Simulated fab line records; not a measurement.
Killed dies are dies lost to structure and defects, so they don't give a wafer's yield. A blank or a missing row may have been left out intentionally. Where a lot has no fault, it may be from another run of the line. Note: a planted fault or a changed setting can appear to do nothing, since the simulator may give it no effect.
Which of the tools did it? | flow n5_finfet | 72 wafers from 24 lots sampled at 6 of the route's 1938 steps

## WHAT EACH GAUGE READ, for each wafer
N5_BEOL_M2_CD_MEAS_11: target cd 16.79 nm. Usual: cd_nm at 16.89 nm, with a standard deviation of 0.27.
lot  | measured     | on        | cd_nm (nm)        | flag
L074 | day 6 10:14  | cd_sem-03 | 16.85 17.35 17.04 |
L075 | day 7 02:08  | cd_sem-02 | 16.63 17.44 16.98 |
L076 | day 7 18:14  | cd_sem-03 | 16.40 16.86 16.31 |
L077 | day 7 18:57  | cd_sem-01 | 16.83 16.91 17.00 |
L078 | day 7 21:49  | cd_sem-01 | 17.13 16.94 17.46 |
L079 | day 7 22:55  | cd_sem-03 | 17.05 17.05 17.15 |
L080 | day 8 10:02  | cd_sem-02 | 16.77 16.63 16.79 |
L081 | day 8 10:26  | cd_sem-01 | 16.71 16.85 16.90 |
L082 | day 9 00:38  | cd_sem-01 | 16.55 16.89 17.03 |
L083 | day 9 02:58  | cd_sem-02 | 16.84 17.04 17.13 |
L084 | day 9 03:01  | cd_sem-01 | 16.42 16.29 16.52 |
L085 | day 9 06:40  | cd_sem-01 | 17.00 17.26 16.90 |
L086 | day 10 04:59 | cd_sem-03 | 16.80 16.81 17.52 |
L087 | day 10 05:05 | cd_sem-01 | 16.93 16.78 16.88 |
L089 | day 10 07:32 | cd_sem-01 | 16.80 16.86 17.21 |
L088 | day 10 17:38 | cd_sem-03 | 16.66 16.42 16.39 |
L091 | day 10 22:08 | cd_sem-03 | 17.03 17.24 16.69 |
L090 | day 11 05:10 | cd_sem-01 | 17.22 17.31 16.77 |
L092 | day 11 06:10 | cd_sem-02 | 16.85 16.62 16.71 |
L093 | day 11 13:30 | cd_sem-02 | 17.19 16.94 17.12 |
L094 | day 11 19:50 | cd_sem-01 | 17.09 17.37 16.81 |
L095 | day 12 01:05 | cd_sem-01 | 16.63 16.88 16.51 |
L096 | day 12 07:56 | cd_sem-01 | 16.63 16.45 17.08 |
L097 | day 12 14:32 | cd_sem-03 | 16.85 17.20 16.87 |

N5_BEOL_M2_RS_MEAS_58: the measuring method here is four-point-probe. Usual: M2_RS gives 0.65 ohm/sq (standard deviation 0.033).
lot  | measured     | on            | M2_RS (ohm/sq) | flag
L074 | day 6 21:35  | film_metro-02 | 0.62 0.67 0.65 |
L075 | day 7 11:58  | film_metro-02 | 0.66 0.69 0.67 |
L076 | day 8 08:22  | film_metro-01 | 0.61 0.59 0.62 |
L077 | day 8 09:01  | film_metro-02 | 0.63 0.65 0.67 |
L078 | day 8 10:14  | film_metro-01 | 0.75 0.70 0.70 |
L079 | day 8 11:41  | film_metro-02 | 0.64 0.68 0.70 |
L080 | day 8 20:16  | film_metro-01 | 0.64 0.64 0.66 |
L081 | day 8 21:52  | film_metro-02 | 0.65 0.62 0.64 |
L082 | day 9 10:37  | film_metro-01 | 0.72 0.67 0.67 |
L083 | day 9 10:51  | film_metro-02 | 0.72 0.70 0.64 |
L084 | day 9 13:47  | film_metro-02 | 0.66 0.68 0.62 |
L085 | day 9 19:46  | film_metro-01 | 0.70 0.66 0.66 |
L086 | day 10 10:54 | film_metro-02 | 0.61 0.61 0.66 |
L087 | day 10 12:47 | film_metro-02 | 0.67 0.64 0.64 |
L089 | day 10 22:51 | film_metro-01 | 0.65 0.66 0.60 |
L088 | day 11 10:01 | film_metro-01 | 0.72 0.70 0.65 |
L091 | day 11 10:16 | film_metro-02 | 0.68 0.64 0.67 |
L090 | day 11 14:05 | film_metro-01 | 0.65 0.66 0.65 |
L092 | day 11 16:19 | film_metro-02 | 0.66 0.70 0.67 |
L093 | day 11 22:16 | film_metro-01 | 0.61 0.64 0.62 |
L094 | day 12 10:19 | film_metro-02 | 0.67 0.65 0.68 |
L095 | day 12 14:02 | film_metro-02 | 0.66 0.60 0.66 |
L096 | day 12 18:05 | film_metro-02 | 0.69 0.64 0.66 |
L097 | day 12 22:23 | film_metro-01 | 0.68 0.65 0.61 |

## WHAT TOOL EACH LOT RAN ON (gives the tool, then ch and the chambers of the sampled wafers, and finally the start)
lot  | N5_BEOL_M2_ETCH_69                 | N5_BEOL_M2_STRIP_97                           | N5_BEOL_M2_DEGAS_44          | N5_BEOL_M2_ANNEAL_82
L074 | rie_diel-01 ch 1,2,3, day 6 11:17  | rie_diel-01 ch 1,2, day 6 13:37 or earlier    | pvd_sputter-01, day 6 13:37  | pvd_sputter-03, day 6 15:31
L075 | rie_diel-06 ch 1,2, day 7 03:11    | rie_diel-03 ch 1,2,3, day 7 07:46 or earlier  | pvd_sputter-03, day 7 07:46  | pvd_sputter-02, day 7 09:13
L076 | rie_diel-01 ch 1,2,3, day 7 19:25  | rie_diel-06 ch 0,1, day 7 20:19 or earlier    | pvd_sputter-01, day 7 20:19  | pvd_sputter-03, day 7 21:25
L077 | rie_diel-06 ch 0,2, day 7 20:08    | rie_diel-06 ch 0,1, day 7 20:57 or earlier    | pvd_sputter-01, day 7 20:57  | pvd_sputter-01, day 7 22:02
L078 | rie_diel-01 ch 0,3, day 7 22:52    | rie_diel-06 ch 1,2, day 7 23:47 or earlier    | pvd_sputter-01, day 7 23:47  | pvd_sputter-02, day 8 01:39
L079 | rie_diel-03 ch 0,2,3, day 8 00:05  | rie_diel-01 ch 0,1,3, day 8 02:02 or earlier  | pvd_sputter-03, day 8 02:02  | pvd_sputter-03, day 8 03:06
L080 | rie_diel-01 ch 0,2, day 8 12:04    | rie_diel-06 ch 0,1,2, day 8 13:19 or earlier  | pvd_sputter-03, day 8 13:19  | pvd_sputter-02, day 8 14:43
L081 | rie_diel-01 ch 0,2, day 8 12:14    | rie_diel-03 ch 1,2, day 8 17:16 or earlier    | pvd_sputter-02, day 8 17:16  | pvd_sputter-02, day 8 18:37
L082 | rie_diel-01 ch 0,1,2, day 9 01:54  | rie_diel-06 ch 0,1, day 9 06:55 or earlier    | pvd_sputter-03, day 9 06:55  | pvd_sputter-02, day 9 08:18
L083 | rie_diel-03 ch 1,2,3, day 9 04:34  | rie_diel-01 ch 0,1,2, day 9 07:05 or earlier  | pvd_sputter-02, day 9 07:05  | pvd_sputter-03, day 9 08:28
L084 | rie_diel-06 ch 0,1,2, day 9 04:37  | rie_diel-06 ch 1,3, day 9 10:13 or earlier    | pvd_sputter-01, day 9 10:13  | pvd_sputter-02, day 9 11:29
L085 | rie_diel-06 ch 2,3, day 9 07:53    | rie_diel-01 ch 0,1, day 9 16:17 or earlier    | pvd_sputter-01, day 9 16:17  | pvd_sputter-03, day 9 17:29
L086 | rie_diel-01 ch 0,2,3, day 10 06:13 | rie_diel-01 ch 0,2,3, day 10 07:31 or earlier | pvd_sputter-03, day 10 07:31 | pvd_sputter-02, day 10 08:37
L087 | rie_diel-03 ch 0,1, day 10 06:16   | rie_diel-03 ch 0,2,3, day 10 07:53 or earlier | pvd_sputter-02, day 10 07:53 | pvd_sputter-02, day 10 10:29
L089 | rie_diel-06 ch 0,1, day 10 08:51   | rie_diel-06 ch 1,2,3, day 10 17:03 or earlier | pvd_sputter-02, day 10 17:03 | pvd_sputter-01, day 10 20:20
L088 | rie_diel-03 ch 1,2,3, day 10 20:06 | rie_diel-01 ch 0,3, day 11 06:37 or earlier   | pvd_sputter-02, day 11 06:37 | pvd_sputter-02, day 11 07:42
L091 | rie_diel-01 ch 0,2, day 11 00:16   | rie_diel-03 ch 0,1,2, day 11 06:44 or earlier | pvd_sputter-02, day 11 06:44 | pvd_sputter-01, day 11 07:52
L090 | rie_diel-01 ch 1,2, day 11 08:40   | rie_diel-01 ch 0,1,3, day 11 10:17 or earlier | pvd_sputter-03, day 11 10:17 | pvd_sputter-03, day 11 11:38
L092 | rie_diel-06 ch 0,1, day 11 09:38   | rie_diel-06 ch 0,1,2, day 11 12:12 or earlier | pvd_sputter-02, day 11 12:12 | pvd_sputter-03, day 11 13:28
L093 | rie_diel-03 ch 0,1,3, day 11 15:04 | rie_diel-03 ch 0,3, day 11 18:33 or earlier   | pvd_sputter-02, day 11 18:33 | pvd_sputter-03, day 11 19:58
L094 | rie_diel-03 ch 0,1, day 11 21:01   | rie_diel-03 ch 0,1, day 12 05:11 or earlier   | pvd_sputter-03, day 12 05:11 | pvd_sputter-01, day 12 08:02
L095 | rie_diel-06 ch 2,3, day 12 02:23   | rie_diel-01 ch 0,2,3, day 12 10:20 or earlier | pvd_sputter-03, day 12 10:20 | pvd_sputter-01, day 12 11:44
L096 | rie_diel-06 ch 0,2,3, day 12 09:37 | rie_diel-03 ch 0,1,2, day 12 14:21 or earlier | pvd_sputter-01, day 12 14:21 | pvd_sputter-01, day 12 15:44
L097 | rie_diel-01 ch 0,1,3, day 12 16:38 | rie_diel-03 ch 1,2,3, day 12 18:57 or earlier | pvd_sputter-02, day 12 18:57 | pvd_sputter-03, day 12 20:06
- N5_BEOL_M2_ETCH_69: etches SiARC in CF4, target depth 15.6 nm, time 26 s.
- N5_BEOL_M2_STRIP_97: strips in N2/H2, time 10 s.
- N5_BEOL_M2_DEGAS_44: time 60 s.
- N5_BEOL_M2_ANNEAL_82: time 240 s.

## AS READ BY THE TOOLS THEMSELVES (means over the sampled wafers that have a number; for cases with no such wafer, the mark the record gives instead)
N5_BEOL_M2_ETCH_69. Usual: drypump_motor_current_A 5.8 A, standard deviation 0.54; etch_rf_on_time_s 25.7 s, standard deviation 0.65; oes_product_au 0.68 a.u., standard deviation 0.079; rf_vpp_V 184.6 V, standard deviation 1.1; showerhead_plenum_p_Torr 2.19 Torr, standard deviation 0.067; throttle_valve_pct 15.54 %, standard deviation 0.18.
lot  | tool        | drypump_motor_current_A (A) | etch_rf_on_time_s (s) | oes_product_au (a.u.) | rf_vpp_V (V) | showerhead_plenum_p_Torr (Torr) | throttle_valve_pct (%) | flag
L074 | rie_diel-01 | 5.9                         | 25.4                  | 0.65                  | 184.4        | 2.17                            | 15.59                  |
L075 | rie_diel-06 | 6.5                         | 26.2                  | 0.62                  | 184.6        | 2.17                            | 15.64                  |
L076 | rie_diel-01 | 5.9                         | 25.8                  | 0.64                  | 184.4        | 2.17                            | 15.61                  |
L077 | rie_diel-06 | 6.1                         | 26.3                  | 0.59                  | 185.3        | 2.15                            | 15.71                  |
L078 | rie_diel-01 | 6.4                         | 26.4                  | 0.64                  | 185.0        | 2.22                            | 15.55                  |
L079 | rie_diel-03 | 5.4                         | 25.5                  | 0.73                  | 184.0        | 2.14                            | 15.55                  |
L080 | rie_diel-01 | 5.9                         | 26.0                  | 0.68                  | 185.7        | 2.24                            | 15.43                  |
L081 | rie_diel-01 | 5.6                         | 25.1                  | 0.72                  | 185.9        | 2.26                            | 15.41                  |
L082 | rie_diel-01 | 5.7                         | 25.7                  | 0.65                  | 185.0        | 2.18                            | 15.51                  |
L083 | rie_diel-03 | 5.5                         | 25.6                  | 0.67                  | 185.0        | 2.15                            | 15.70                  |
L084 | rie_diel-06 | 6.2                         | 26.2                  | 0.60                  | 184.4        | 2.17                            | 15.70                  |
L085 | rie_diel-06 | 6.0                         | 26.5                  | 0.65                  | 183.8        | 2.16                            | 15.63                  |
L086 | rie_diel-01 | 6.0                         | 25.6                  | 0.72                  | 185.2        | 2.23                            | 15.40                  |
L087 | rie_diel-03 | 5.3                         | 25.9                  | 0.70                  | 184.4        | 2.17                            | 15.43                  |
L089 | rie_diel-06 | 6.3                         | 26.3                  | 0.59                  | 184.2        | 2.20                            | 15.69                  |
L088 | rie_diel-03 | 5.5                         | 25.1                  | 0.66                  | 183.7        | 2.14                            | 15.73                  |
L091 | rie_diel-01 | 5.9                         | 26.0                  | 0.66                  | 184.5        | 2.23                            | 15.49                  |
L090 | rie_diel-01 | 5.6                         | 25.3                  | 0.79                  | 185.1        | 2.28                            | 15.28                  |
L092 | rie_diel-06 | 6.0                         | 25.9                  | 0.59                  | 185.4        | 2.20                            | 15.72                  |
L093 | rie_diel-03 | 5.5                         | 25.5                  | 0.67                  | 184.0        | 2.14                            | 15.57                  |
L094 | rie_diel-03 | 5.4                         | 25.3                  | 0.64                  | 184.6        | 2.19                            | 15.60                  |
L095 | rie_diel-06 | 5.7                         | 26.1                  | 0.78                  | 184.1        | 2.21                            | 15.36                  |
L096 | rie_diel-06 | 5.8                         | 25.7                  | 0.71                  | 184.6        | 2.19                            | 15.47                  |
L097 | rie_diel-01 | 6.2                         | 25.6                  | 0.73                  | 184.4        | 2.23                            | 15.37                  |

N5_BEOL_M2_STRIP_97. Usual: drypump_motor_current_A 5.8 A, standard deviation 0.54; oes_product_au 0.78 a.u., standard deviation 0.09; rf_vpp_V 59.3 V, standard deviation 0.88; showerhead_plenum_p_Torr 2.58 Torr, standard deviation 0.089; throttle_valve_pct 23.5 %, standard deviation 0.34.
lot  | tool        | drypump_motor_current_A (A) | oes_product_au (a.u.) | rf_vpp_V (V) | showerhead_plenum_p_Torr (Torr) | throttle_valve_pct (%) | flag
L074 | rie_diel-01 | 5.6                         | 0.74                  | 59.2         | 2.49                            | 23.2                   |
L075 | rie_diel-03 | 5.5                         | 0.80                  | 58.5         | 2.55                            | 23.7                   |
L076 | rie_diel-06 | 6.0                         | 0.71                  | 59.2         | 2.62                            | 23.6                   |
L077 | rie_diel-06 | 6.0                         | 0.71                  | 59.1         | 2.62                            | 23.6                   |
L078 | rie_diel-06 | 6.4                         | 0.71                  | 59.1         | 2.55                            | 23.8                   |
L079 | rie_diel-01 | 6.2                         | 0.71                  | 58.7         | 2.54                            | 23.3                   |
L080 | rie_diel-06 | 6.2                         | 0.70                  | 59.7         | 2.58                            | 23.7                   |
L081 | rie_diel-03 | 5.3                         | 0.75                  | 59.2         | 2.62                            | 23.9                   |
L082 | rie_diel-06 | 6.3                         | 0.71                  | 59.2         | 2.61                            | 23.5                   |
L083 | rie_diel-01 | 5.7                         | 0.76                  | 58.6         | 2.58                            | 23.3                   |
L084 | rie_diel-06 | 6.2                         | 0.78                  | 60.0         | 2.64                            | 23.4                   |
L085 | rie_diel-01 | 6.0                         | 0.69                  | 59.3         | 2.46                            | 23.1                   |
L086 | rie_diel-01 | 6.0                         | 0.84                  | 59.6         | 2.65                            | 23.4                   |
L087 | rie_diel-03 | 5.4                         | 0.83                  | 60.1         | 2.53                            | 23.6                   |
L089 | rie_diel-06 | 6.1                         | 0.87                  | 59.6         | 2.60                            | 23.4                   |
L088 | rie_diel-01 | 6.5                         | 0.86                  | 59.4         | 2.61                            | 23.3                   |
L091 | rie_diel-03 | 5.2                         | 0.78                  | 58.4         | 2.59                            | 23.8                   |
L090 | rie_diel-01 | 6.3                         | 0.87                  | 59.5         | 2.64                            | 23.1                   |
L092 | rie_diel-06 | 6.2                         | 0.79                  | 58.8         | 2.57                            | 23.6                   |
L093 | rie_diel-03 | 5.7                         | 0.80                  | 59.8         | 2.47                            | 23.3                   |
L094 | rie_diel-03 | 5.3                         | 0.79                  | 59.4         | 2.58                            | 23.5                   |
L095 | rie_diel-01 | 6.0                         | 0.82                  | 58.5         | 2.64                            | 23.5                   |
L096 | rie_diel-03 | 5.2                         | 0.77                  | 59.1         | 2.58                            | 23.8                   |
L097 | rie_diel-03 | 5.5                         | 0.75                  | 59.2         | 2.53                            | 23.8                   |

N5_BEOL_M2_DEGAS_44. Usual: heater_power_w at 333 W, with a standard deviation of 46.
lot  | tool           | heater_power_w (W) | flag
L074 | pvd_sputter-01 | 348                |
L075 | pvd_sputter-03 | 336                |
L076 | pvd_sputter-01 | 329                |
L077 | pvd_sputter-01 | 309                |
L078 | pvd_sputter-01 | 322                |
L079 | pvd_sputter-03 | 323                |
L080 | pvd_sputter-03 | 339                |
L081 | pvd_sputter-02 | 345                |
L082 | pvd_sputter-03 | 332                |
L083 | pvd_sputter-02 | 348                |
L084 | pvd_sputter-01 | 311                |
L085 | pvd_sputter-01 | 307                |
L086 | pvd_sputter-03 | 349                |
L087 | pvd_sputter-02 | 299                |
L089 | pvd_sputter-02 | 342                |
L088 | pvd_sputter-02 | 305                |
L091 | pvd_sputter-02 | 385                |
L090 | pvd_sputter-03 | 357                |
L092 | pvd_sputter-02 | 339                |
L093 | pvd_sputter-02 | 349                |
L094 | pvd_sputter-03 | 339                |
L095 | pvd_sputter-03 | 346                |
L096 | pvd_sputter-01 | 349                |
L097 | pvd_sputter-02 | 303                |

N5_BEOL_M2_ANNEAL_82. Usual: heater_power_w at 825 W, with a standard deviation of 110.
lot  | tool           | heater_power_w (W) | flag
L074 | pvd_sputter-03 | 878                |
L075 | pvd_sputter-02 | 853                |
L076 | pvd_sputter-03 | 862                |
L077 | pvd_sputter-01 | 765                |
L078 | pvd_sputter-02 | 754                |
L079 | pvd_sputter-03 | 866                |
L080 | pvd_sputter-02 | 846                |
L081 | pvd_sputter-02 | 874                |
L082 | pvd_sputter-02 | 747                |
L083 | pvd_sputter-03 | 777                |
L084 | pvd_sputter-02 | 841                |
L085 | pvd_sputter-03 | 787                |
L086 | pvd_sputter-02 | 880                |
L087 | pvd_sputter-02 | 866                |
L089 | pvd_sputter-01 | 797                |
L088 | pvd_sputter-02 | 845                |
L091 | pvd_sputter-01 | 838                |
L090 | pvd_sputter-03 | 864                |
L092 | pvd_sputter-03 | 797                |
L093 | pvd_sputter-03 | 828                |
L094 | pvd_sputter-01 | 828                |
L095 | pvd_sputter-01 | 823                |
L096 | pvd_sputter-01 | 836                |
L097 | pvd_sputter-03 | 852                |

## THE ANSWER, worked out from the rows above alone
Rule: take the mean of a lot's wafers that have a number; if it is more than 3 standard deviations from the usual mean, the lot is off. Also off: a lot with no number at a reading for which 4 or more lots have one. All remaining lots with rows at the step are treated as sound. First the gauges in route order, then the tools' own readings, where a lot's mean is used as printed above. The first step at which some lot is off is used, and at that step the reading that is off furthest; a lot without a number counts as furthest.
Across all readings shown, no lot is off: no conclusion can be drawn from this.

## WHAT HAD BEEN PUT IN BY THE SIMULATOR
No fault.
